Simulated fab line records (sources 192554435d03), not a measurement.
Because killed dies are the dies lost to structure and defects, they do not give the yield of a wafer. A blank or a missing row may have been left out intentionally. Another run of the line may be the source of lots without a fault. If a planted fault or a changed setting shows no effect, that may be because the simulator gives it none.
Split-lot study | flow n5_finfet | route with 1938 steps; 7 lots, 39 wafers read

== THE SPLIT ==
At N5_BEOL_M14_ILD_DEP_00 (deposits SiO2 from TEOS/O2, target thk 1119.3 nm, time 237.4 s), the setting time_s was moved away from the recipe's 237.4 s on 15 of the 39 wafers read, by -55.7% to +42.2%. For the rest of the wafers, this setting stayed at what the recipe calls for.

== FROM THE SPLIT TO THE READING: what the file shows between them, 10 steps ==
- N5_BEOL_M14_THK_MEAS_01
- N5_BEOL_M14_COAT_58: time 60 s, resist thk 89 nm
- N5_BEOL_M14_COAT_04: resist thk 800 nm
- N5_BEOL_M14_DESCUM_15: chemistry O2, time 7.9 s
- N5_BEOL_M14_ETCH_59: etches BARC in N2/H2, target depth 89 nm, overetch 26.7 nm, time 67.9 s
- N5_BEOL_M14_VIA_ETCH_16: etches SiO2 in C4F8/O2/Ar, target depth 1231.3 nm
- N5_BEOL_M14_STRIP_63: strips in O2
- N5_BEOL_M14_STRIP_64: strips in O2
- N5_BEOL_M14_STRIP_71: strips in post etch residue remover, time 60 s
- N5_BEOL_M14_SRD_72: time 30 s, dry time 30 s

== THE READING ==
cd_nm at N5_BEOL_M14_CD_MEAS_17, given in nm (cd target 250 nm). On this fab line, fault-free wafers typically give 249.8 nm with a standard deviation of 1.6 nm.

wafer  | tool, chamber at the split | time_s as run, s | against the recipe | cd_nm, nm | against lot-mates on the recipe
L074.1 | pecvd-01, 2                | 237.4            | recipe             | 251.2     | -
L074.2 | pecvd-01, 1                | 237.4            | recipe             | 249.8     | -
L074.3 | pecvd-01, 0                | 337.6            | +42.2%             | 255.5     | +5.2
L074.4 | pecvd-01, 2                | 237.4            | recipe             | 250.0     | -
L074.5 | pecvd-01, 0                | 337.6            | +42.2%             | 254.1     | +3.8
L074.6 | pecvd-01, 1                | 337.6            | +42.2%             | 255.1     | +4.8
L076.1 | pecvd-01, 0                | 237.4            | recipe             | 249.8     | -
L076.2 | pecvd-01, 2                | 105.1            | -55.7%             | 244.9     | -4.3
L076.3 | pecvd-01, 1                | 105.1            | -55.7%             | 241.7     | -7.5
L076.4 | pecvd-01, 1                | 105.1            | -55.7%             | 243.0     | -6.2
L076.5 | pecvd-01, 0                | 237.4            | recipe             | 249.2     | -
L076.6 | pecvd-01, 2                | 237.4            | recipe             | 248.6     | -
L081.2 | pecvd-02, 2                | 237.4            | recipe             | 248.9     | -
L081.4 | pecvd-02, 0                | 237.4            | recipe             | 251.9     | -
L081.6 | pecvd-02, 2                | 237.4            | recipe             | 249.3     | -
L084.1 | pecvd-01, 0                | 177.1            | -25.4%             | 245.7     | -3.8
L084.2 | pecvd-01, 1                | 177.1            | -25.4%             | 246.3     | -3.2
L084.3 | pecvd-01, 2                | 237.4            | recipe             | 250.3     | -
L084.4 | pecvd-01, 1                | 177.1            | -25.4%             | 247.7     | -1.8
L084.5 | pecvd-01, 0                | 237.4            | recipe             | 248.1     | -
L084.6 | pecvd-01, 2                | 237.4            | recipe             | 250.2     | -
L088.1 | pecvd-02, 2                | 237.4            | recipe             | 250.0     | -
L088.2 | pecvd-02, 1                | 237.4            | recipe             | 251.5     | -
L088.3 | pecvd-02, 0                | 189.5            | -20.2%             | 248.7     | -2.6
L088.4 | pecvd-02, 2                | 189.5            | -20.2%             | 249.0     | -2.3
L088.5 | pecvd-02, 0                | 189.5            | -20.2%             | 249.5     | -1.8
L088.6 | pecvd-02, 1                | 237.4            | recipe             | 252.3     | -
L093.1 | pecvd-02, 2                | 142.4            | -40.0%             | 244.8     | -4.2
L093.2 | pecvd-02, 0                | 142.4            | -40.0%             | 245.3     | -3.7
L093.3 | pecvd-02, 0                | 142.4            | -40.0%             | 243.9     | -5.1
L093.4 | pecvd-02, 2                | 237.4            | recipe             | 248.7     | -
L093.5 | pecvd-02, 2                | 237.4            | recipe             | 248.7     | -
L093.6 | pecvd-02, 0                | 237.4            | recipe             | 249.7     | -
L097.1 | pecvd-01, 2                | 237.4            | recipe             | 249.7     | -
L097.2 | pecvd-01, 1                | 237.4            | recipe             | 247.2     | -
L097.3 | pecvd-01, 0                | 237.4            | recipe             | 248.6     | -
L097.4 | pecvd-01, 2                | 237.4            | recipe             | 248.6     | -
L097.5 | pecvd-01, 0                | 237.4            | recipe             | 248.4     | -
L097.6 | pecvd-01, 1                | 237.4            | recipe             | 249.5     | -

FIT RESULTS
A straight line over all 39 wafers: cd_nm changes by +0.117 nm for each +1% of time_s; r = +0.91; the points scatter about the line by 1.2 nm.
The same after taking each lot's own level away (the mean of its wafers on the recipe; 39 wafers): +0.109 nm for each +1%; r = +0.95; scatter 0.86 nm.
Per that fit: largest time_s move, reading shift of 6.1 nm.
Across the lots, their own levels run from 248.67 to 251.27 nm, a range of 1.6 times the standard deviation given above.
Consequently the slope shifts little with the lot-to-lot level, the two slopes agreeing.
Check: -6.36 nm against its lot-mates is what the line predicts for one of the wafers moved furthest among these (-55.7%) when that wafer is left out of the fit. Against them it came out at -4.3 nm.

== OTHER SPLITS ON THESE WAFERS ==
Note: prior to the reading, these wafers also went through further splits. Each is held against what the fit with the lots' levels taken away leaves over:
other split on the same wafers     | wafers away from the commonest value | r with cd_nm (lot level and that fit taken away)
N5_BEOL_M6_ALD_77 ald_cycles       | 9                                    | -0.08
N5_BEOL_M8_ALD_77 ald_cycles       | 18                                   | +0.01
N5_BEOL_M12_ETCH_68 target_depth_a | 18                                   | -0.05

== THE WHOLE CHAIN: every reading that the file lists as answering this split, in the file's order ==
step                    | what it does                                                   | reading                                                                             | change (the file's fit)               | r (the file's)
N5_BEOL_M14_ILD_DEP_00  | deposits SiO2 from TEOS/O2, target thk 1119.3 nm, time 237.4 s | SiO2_of_BEOL_M14_ILD_DEP_00.thk_nm (the simulator's own value, which no gauge read) | +11.3 nm for each +1% of the setting  | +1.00
N5_BEOL_M14_THK_MEAS_01 |                                                                | M14_ILD_THK                                                                         | +11.3 for each +1% of the setting     | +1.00
N5_BEOL_M14_VIA_ETCH_16 | etches SiO2 in C4F8/O2/Ar, target depth 1231.3 nm              | etch.depth_nm (the simulator's own value, which no gauge read)                      | +11.3 nm for each +1% of the setting  | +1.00
N5_BEOL_M14_VIA_ETCH_16 | etches SiO2 in C4F8/O2/Ar, target depth 1231.3 nm              | coat_of_BEOL_M14_COAT_04.thk_nm (the simulator's own value, which no gauge read)    | -2.63 nm for each +1% of the setting  | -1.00
N5_BEOL_M14_CD_MEAS_17  | target cd 250 nm                                               | cd_nm                                                                               | +0.109 nm for each +1% of the setting | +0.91

== THE FILE'S OWN FIT ==
cd_nm changes by +0.109 nm for each +1% of time_s, r = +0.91.
